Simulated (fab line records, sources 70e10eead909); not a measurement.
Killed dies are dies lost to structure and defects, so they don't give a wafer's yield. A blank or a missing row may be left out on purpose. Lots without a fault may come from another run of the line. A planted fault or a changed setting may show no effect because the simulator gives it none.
A struck lot beside a sound one | flow nand_harc | 13 steps out of a route of 1302
Sound: wafers L801.3, L801.4, L801.5. Struck: wafers L806.1, L806.5, L806.6. The cause comes at the end.
At each step with rows: each side's tool, then ch and its chambers, then its first start. Under that, the readings that differ: sound wafers | struck wafers | difference of the means | sigmas: that difference in standard deviations of wafers without a fault.
alike: readings whose means differ by less than 2 such deviations, and words and numbers that are the same on both sides. not compared: withheld readings, readings that some wafer has no value for, bounds like >300 that may hide the same value, and numbers for which the record gives no deviation and whose values overlap.
The two part at a step that has a row with sigmas, a row that says differs or no value, or rows on one side only. Numbers that don't overlap but have no deviation are shown without sigmas and don't part them. A reading that every wafer of one side lacks parts them only if that side has two wafers or more.

NHARC_P_BONDPAD_INSPECT_23:
  sound on defect_inspect-02, day 8 11:25; struck on defect_inspect-01, day 10 14:11
  alike: raw_defect_count
NHARC_P_BONDPAD_ACTIVATE_29: chemistry N2, time 60 s.
  sound on rie_diel-02 ch 0,1,2, day 8 11:31; struck on rie_diel-03 ch 0,1, day 10 14:16
  alike: drypump_motor_current_A, oes_product_au, rf_vpp_V, showerhead_plenum_p_Torr
  not compared: rf_hours_counter_h
then, 2 steps without rows for these wafers: NHARC_P_BONDPAD_PRECLEAN_30 (cleans in DIW, time 300 s); NHARC_P_BONDPAD_SRD_31 (time 30 s, dry time 20 s).
NHARC_A_START_INSPECT_01:
  sound on defect_inspect-02, day 8 11:53; struck on defect_inspect-02, day 10 14:40
  alike: raw_defect_count
then, 6 steps without rows for these wafers: NHARC_A_ZERO_WELL_PRECLEAN_00 (cleans in SPM, time 600 s); NHARC_A_ZERO_WELL_SRD_01; NHARC_A_ZERO_WELL_DEHYDRATE_02 (time 120 s); NHARC_A_ZERO_WELL_HMDS_03 (time 30 s); NHARC_A_ZERO_WELL_COAT_18 (time 65 s); NHARC_A_ZERO_WELL_COAT_04 (resist thk 600 nm).
NHARC_A_ZERO_WELL_SOFTBAKE_05: time 70 s.
  sound on litho_track-03 ch 0, day 8 12:00; struck on litho_track-03 ch 0, day 10 15:00
  reading                  | sound             | struck            | difference | sigmas
  heater_power_total_W (W) | 200.4 202.1 199.1 | 316.7 316.1 321.2 | +117.5     | +98
then, 1 step without rows for these wafers: NHARC_A_ZERO_WELL_EBR_06.

WHERE THEY PART
Only at NHARC_A_ZERO_WELL_SOFTBAKE_05, within this record.

WHY: what the simulator had put in
Process parameter drift: litho_track-03, from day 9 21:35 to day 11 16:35, at NHARC_A_ZERO_WELL_SOFTBAKE_05. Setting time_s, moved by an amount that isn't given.
